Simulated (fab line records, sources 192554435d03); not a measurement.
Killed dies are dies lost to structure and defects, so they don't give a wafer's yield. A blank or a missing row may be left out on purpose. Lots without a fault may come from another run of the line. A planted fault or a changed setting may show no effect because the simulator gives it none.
Chamber matching | flow n5_finfet | N5_BEOL_M14_ILD_DEP_00 on pecvd-03: 3 sister chambers
The step deposits SiO2 from TEOS/O2, target thk 1119.3 nm, time 237.4 s. 6 wafers are shown with their chamber, then 12 later ones without.

WAFERS WITH THEIR CHAMBER
wafer  | chamber | throttle_valve_pct (%) | heater_power_w (W)
L087.2 | 1       | 20.7                   | 442
L087.5 | 2       | 18.4                   | 535
L087.6 | 0       | 19.0                   | 538
L089.1 | 1       | 20.9                   | 343
L089.2 | 2       | 18.8                   | 559
L089.6 | 0       | 19.4                   | 513

WAFERS WITHOUT THEIR CHAMBER
wafer  | throttle_valve_pct (%) | heater_power_w (W)
L093.2 | 20.9                   | 403
L093.4 | 19.4                   | 641
L093.5 | 21.2                   | 430
L095.3 | 19.1                   | 655
L095.4 | 18.8                   | 534
L095.6 | 19.4                   | 534
L091.1 | 19.1                   | 584
L091.5 | 19.1                   | 648
L091.6 | 18.8                   | 453
L096.1 | 18.7                   | 580
L096.5 | 19.4                   | 677
L096.6 | 20.8                   | 323

WHICH CHAMBER EACH WENT THROUGH
wafer  | from the rows above     | in truth
L093.2 | 1                       | 1
L093.4 | can't be placed: 0 or 2 | 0
L093.5 | 1                       | 1
L095.3 | can't be placed: 0 or 2 | 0
L095.4 | can't be placed: 2 or 0 | 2
L095.6 | 0                       | 0
L091.1 | can't be placed: 0 or 2 | 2
L091.5 | can't be placed: 0 or 2 | 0
L091.6 | can't be placed: 2 or 0 | 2
L096.1 | can't be placed: 2 or 0 | 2
L096.5 | can't be placed: 0 or 2 | 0
L096.6 | 1                       | 1
Placed correctly: 4 of 12. Can't be placed from these rows: 8 (the true chamber is among the candidates in 8). Placed wrongly: 0.
How it was worked out, from the rows above alone: a wafer's distance from a chamber is the root of the sum, over the readings, of the square of ((its reading less the chamber's mean) divided by the reading's scatter). The wafer belongs to the nearest chamber; if the next one is less than 2 further off, it can't be placed. A chamber's mean is the mean of its shown wafers. The scatter: the root of (the sum of the squares of (reading less its chamber's mean) over the shown wafers, divided by (wafers less chambers)).
